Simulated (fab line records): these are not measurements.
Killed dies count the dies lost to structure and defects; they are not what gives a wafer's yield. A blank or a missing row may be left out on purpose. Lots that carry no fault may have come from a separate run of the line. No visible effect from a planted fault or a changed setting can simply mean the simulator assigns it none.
Chamber matching :: flow n5Finfet :: N5_BEOL_M0_SAQP_ETCH_49 on rieDiel-04 has 4 sister chambers
The step etches SiO2 in CF4/O2, target depth 37 nm. 4 wafers are shown with their chamber, then 11 later ones without.

## WAFERS PAIRED WITH THEIR CHAMBERS
wafer: L090.1
chamber: 3
drypumpMotorCurrentA (A): 5.53

wafer: L090.2
chamber: 2
drypumpMotorCurrentA (A): 5.77

wafer: L090.3
chamber: 1
drypumpMotorCurrentA (A): 5.91

wafer: L090.4
chamber: 0
drypumpMotorCurrentA (A): 5.69

## WAFERS WITH NO CHAMBER GIVEN
wafer: L090.5
drypumpMotorCurrentA (A): 5.71

wafer: L090.6
drypumpMotorCurrentA (A): 5.48

wafer: L092.1
drypumpMotorCurrentA (A): 5.51

wafer: L092.3
drypumpMotorCurrentA (A): 5.96

wafer: L092.5
drypumpMotorCurrentA (A): 5.50

wafer: L093.2
drypumpMotorCurrentA (A): 5.70

wafer: L093.3
drypumpMotorCurrentA (A): 5.52

wafer: L093.6
drypumpMotorCurrentA (A): 5.78

wafer: L097.2
drypumpMotorCurrentA (A): 5.91

wafer: L097.3
drypumpMotorCurrentA (A): 5.50

wafer: L097.6
drypumpMotorCurrentA (A): 5.91

## WHICH CHAMBER EACH WENT THROUGH
wafer: L090.5
from the rows above: can't be placed: 0 or 2
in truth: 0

wafer: L090.6
from the rows above: 3
in truth: 3

wafer: L092.1
from the rows above: 3
in truth: 3

wafer: L092.3
from the rows above: 1
in truth: 1

wafer: L092.5
from the rows above: 3
in truth: 3

wafer: L093.2
from the rows above: 0
in truth: 0

wafer: L093.3
from the rows above: 3
in truth: 3

wafer: L093.6
from the rows above: 2
in truth: 2

wafer: L097.2
from the rows above: 1
in truth: 1

wafer: L097.3
from the rows above: 3
in truth: 3

wafer: L097.6
from the rows above: 1
in truth: 1
Correctly placed: 10 of 11. These rows do not allow placing 1 (true chamber among the candidates in 1). Wrongly placed: 0.
How it was worked out, from the rows above alone: a wafer's distance from a chamber is the root of the sum, over the readings, of the square of ((its reading less the chamber's mean) divided by the reading's scatter). The wafer belongs to the nearest chamber; if the next one is less than 2 further off, it can't be placed. Each chamber's mean is taken over the wafers shown for it. The scatter: root of mean squared gap, hidden wafer to nearest shown wafer, with one shown wafer a chamber.
